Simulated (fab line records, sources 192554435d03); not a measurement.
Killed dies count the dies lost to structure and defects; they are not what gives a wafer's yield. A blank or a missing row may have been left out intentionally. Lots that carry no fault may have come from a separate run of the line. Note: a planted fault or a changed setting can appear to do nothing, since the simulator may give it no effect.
Struck lot and sound lot, side by side | flow n5 finfet | 37 steps out of a route of 1938
Sound: these wafers, L697.3, L697.4, L697.5. Struck: wafers L708.1, L708.2, L708.5. The cause comes at the end.
At each step with rows: each side's tool, then ch and its chambers, then its first start. Under that, the readings that differ: sound wafers | struck wafers | difference of the means | sigmas: that difference in standard deviations of wafers without a fault.
alike: same words and numbers on both sides, and readings whose means sit less than 2 such deviations apart. not compared: any withheld reading, any reading some wafer has no value for, any bound like >300 that may hide the same value, and any number with overlapping values for which the record gives no deviation.
The two part at a step that has a row with sigmas, a row that says differs or no value, or rows on one side only. Numbers that have no deviation but don't overlap get no sigmas and don't part them. A reading missing from all wafers of one side parts the sides only when that side holds two or more wafers.

first, 9 steps without rows for these wafers: N5_SDB_PRECLEAN_39 (cleans in O3/DIW, time 45 s); N5_SDB_SRD_28 (time 30 s); N5_SDB_ALD_29 (deposits SiNx, target thk 30 nm, pulse time 1 s, ald cycles 600); N5_SDB_CMP_30 (polishes, stops on poly-Si, t overpolish 1.54 s, target thk 30 nm); N5_DUMMY_REMOVAL_HM_STRIP_01 (strips SiNx in CH3F/O2, stops on poly-Si, target depth 4 nm, time 6.8 s); N5_DUMMY_REMOVAL_STRIP_10 (strips in N2/H2, time 40 s); N5_DUMMY_REMOVAL_PRECLEAN_07 (cleans in dHF, time 30 s); N5_DUMMY_REMOVAL_DUMMY_REMOVE_02 (chemistry TMAH, target poly-Si, stops on SiO2, target depth 142 nm, time 57 s, rinse time 30 s); N5_DUMMY_REMOVAL_PRECLEAN_08 (cleans in NF3:NH3, afs cycles 2, time 20 s, sublimation time 60 s).
N5_DUMMY_REMOVAL_PRECLEAN_04: cleans in DHF, time 37 s.
  sound on wet bench-01 ch 2,3,7, day 4 11:51; struck on wet bench-01 ch 1,3,7, day 7 05:40
then, 26 steps without rows for these wafers: N5_DUMMY_REMOVAL_SRD_05 (time 30 s); N5_HKMG_FIN_IL_REGROW_00 (material SiO2, chemistry O3, target thk 0.75 nm, time 30 s); N5_HKMG_FIN_HK_ALD_01 (deposits HfO2, target thk 1.6 nm, pulse time 3 s, purge time 3 s); N5_HKMG_FIN_HK_ANNEAL_02 (time 30 s); N5_HKMG_FIN_ALD_74 (deposits La2O3, target thk 0.5 nm, pulse time 6 s, co reactant pulse time 1 s); N5_HKMG_FIN_ALD_75 (deposits Al2O3, target thk 1 nm, co reactant pulse time 1 s); N5_HKMG_FIN_COAT_41 (time 60 s, resist thk 300 nm); N5_HKMG_FIN_COAT_42 (time 60 s, resist thk 35 nm); N5_HKMG_FIN_COAT_43 (resist thk 90 nm); N5_HKMG_FIN_EBR_45; N5_HKMG_FIN_SOFTBAKE_44 (time 60 s); N5_HKMG_FIN_EXPOSE_46 (exposes mask NDIPOLE); N5_HKMG_FIN_PEB_47 (peb time 60 s); N5_HKMG_FIN_DEVELOP_48 (develop time 30 s); N5_HKMG_FIN_DESCUM_53 (chemistry O2, time 7.9 s); N5_HKMG_FIN_ETCH_54 (etches SiARC in CF4, target depth 45.5 nm, time 75.8 s); N5_HKMG_FIN_ETCH_55 (etches SOC in N2/H2, target depth 240 nm, time 300 s); N5_HKMG_FIN_STRIP_56 (strips in N2/H2); N5_HKMG_FIN_STRIP_57 (strips in CF4); N5_HKMG_FIN_ETCH_58 (etches SOC in N2/H2, target depth 215.8 nm, time 741 s); N5_HKMG_FIN_STRIP_93 (strips SOC in N2/H2, time 20 s); N5_HKMG_FIN_WET_ETCH_76 (etches Al2O3 in dNH4OH, stops on La2O3, target depth 2.25 nm, rinse time 30 s); N5_HKMG_FIN_STRIP_60 (strips in N2/H2, time 360 s); N5_HKMG_FIN_WET_ETCH_77 (etches La2O3 in dHCl, stops on HfO2, target depth 2 nm); N5_HKMG_FIN_WET_ETCH_78 (etches Al2O3 in dNH4OH, stops on La2O3, target depth 4.5 nm, rinse time 30 s); N5_HKMG_FIN_ALD_79 (deposits TiN, target thk 1.5 nm, pulse time 1 s, purge time 3 s).
-- the record jumps here: 10 days lie between the struck wafers' starts before and after (it left off in module HKMG_FIN and takes up again in module PASSIVATION, whose first step shown is number 1936 of the route) --
N5_PASSIVATION_PROBE_49:
  sound: prober-02 at day 13 07:29; struck: prober-01 at day 17 05:15
  reading             | sound       | struck      | difference | sigmas
  killed at front end | 55 44 50    | 182 200 195 | +143       | +13
  killed dies         | 115 116 115 | 253 261 266 | +145       | +9
  alike: killed_at_M0_to_M3, killed_at_M4_up, killed at contacts, killed at other, killed on rim, killed open, killed short

## WHERE THEY PART
At N5_PASSIVATION_PROBE_49 and nowhere else, as far as this record goes.

WHY: whatever the simulator had introduced
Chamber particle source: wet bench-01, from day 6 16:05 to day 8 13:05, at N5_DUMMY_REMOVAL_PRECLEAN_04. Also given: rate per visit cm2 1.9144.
